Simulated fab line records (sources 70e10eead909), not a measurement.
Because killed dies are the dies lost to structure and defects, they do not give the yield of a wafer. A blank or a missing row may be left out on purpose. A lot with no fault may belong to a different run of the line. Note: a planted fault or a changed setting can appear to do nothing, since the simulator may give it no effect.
Comparing a struck lot with a sound one | flow nand_harc | 14 steps out of a route of 1302
Sound: the wafers L617.1, L617.3, L617.4. Struck: wafer L623.5 (left out: L623.3, L623.4 of the same lot, which were not struck); the cause appears at the end.
For every step that has rows: the tool of each side, followed by ch and its chambers, followed by its first start. Under that, the readings that differ: sound wafers | struck wafers | difference of the means | sigmas: that difference in standard deviations of wafers without a fault.
alike: words and numbers the same on both sides, and readings whose means are apart by under 2 such deviations; not compared: readings that were withheld, readings missing a value for some wafer, numbers with overlapping values and no deviation given by the record, and bounds like >300 which may hide the same value.
The two part at a step that has a row with sigmas, a row that says differs or no value, or rows on one side only. Non-overlapping numbers with no deviation appear without sigmas and do not part them. Lack of a reading on every wafer of one side parts them only where that side has two or more wafers.

NHARC_THIN_TSV_DEP_43: deposits SiO2, target thk 1328.5 nm.
  sound on pecvd-02 ch 0,1,2, day 28 10:33; struck on pecvd-04 ch 1, day 30 23:58
  alike: throttle_valve_pct
then, 8 steps without rows for these wafers: NHARC_THIN_TSV_DEHYDRATE_04 (time 120 s); NHARC_THIN_TSV_HMDS_05 (time 30 s); NHARC_THIN_TSV_COAT_06; NHARC_THIN_TSV_SOFTBAKE_07 (time 95 s); NHARC_THIN_TSV_EBR_08; NHARC_THIN_TSV_EXPOSE_09 (exposes mask TSV); NHARC_THIN_TSV_PEB_10 (peb time 85 s); NHARC_THIN_TSV_DEVELOP_11 (time 70 s).
NHARC_THIN_TSV_CD_MEAS_12 targets a cd of 1000 nm.
  sound on cd_sem-01 ch 0, day 28 11:23; struck on cd_sem-02 ch 0, day 31 00:35
  alike: cd_nm
then, 1 step without rows for these wafers: NHARC_THIN_TSV_HARDBAKE_13 (time 80 s).
NHARC_THIN_TSV_DESCUM_14: chemistry O2, time 3 s.
  sound on rie_diel-04 ch 0,1,2, day 28 11:34; struck on rie_diel-04 ch 1, day 31 00:44
  alike: drypump_motor_current_A, oes_product_au, rf_vpp_V, showerhead_plenum_p_Torr, throttle_valve_pct
  not compared: rf_hours_counter_h
NHARC_THIN_TSV_ETCH_44: etches the open film in CF4/O2, target depth 1594.2 nm, time 797.1 s.
  sound on rie_diel-04 ch 0,1,2, day 28 11:38; struck on rie_diel-04 ch 0, day 31 00:50
  reading          | sound             | struck | difference | sigmas
  run_length_s (s) | 817.7 817.8 818.9 | 625.4  | -192.7     | -99 or more
  alike: cf4_flow_sccm, drypump_motor_current_A, oes_product_au, rf_vpp_V, showerhead_plenum_p_Torr, throttle_valve_pct
  not compared: rf_hours_counter_h
NHARC_THIN_TSV_ETCH_15: target depth 3000 nm, bosch target overetch cycles 2, bosch etch step 2.8 s.
  sound on rie_si-01 ch 0,1,2, day 28 12:13; struck on rie_si-06 ch 2, day 31 01:23
  alike: drypump_motor_current_A
  not compared: rf_hours_counter_h

## WHERE THEY PART
At NHARC_THIN_TSV_ETCH_44 and nowhere else, as far as this record goes. Later steps at which nothing parts them and some readings are alike: NHARC_THIN_TSV_ETCH_15.

WHY: what the simulator had put in
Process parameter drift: rie_diel-04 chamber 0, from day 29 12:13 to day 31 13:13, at NHARC_THIN_TSV_ETCH_44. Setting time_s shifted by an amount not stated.
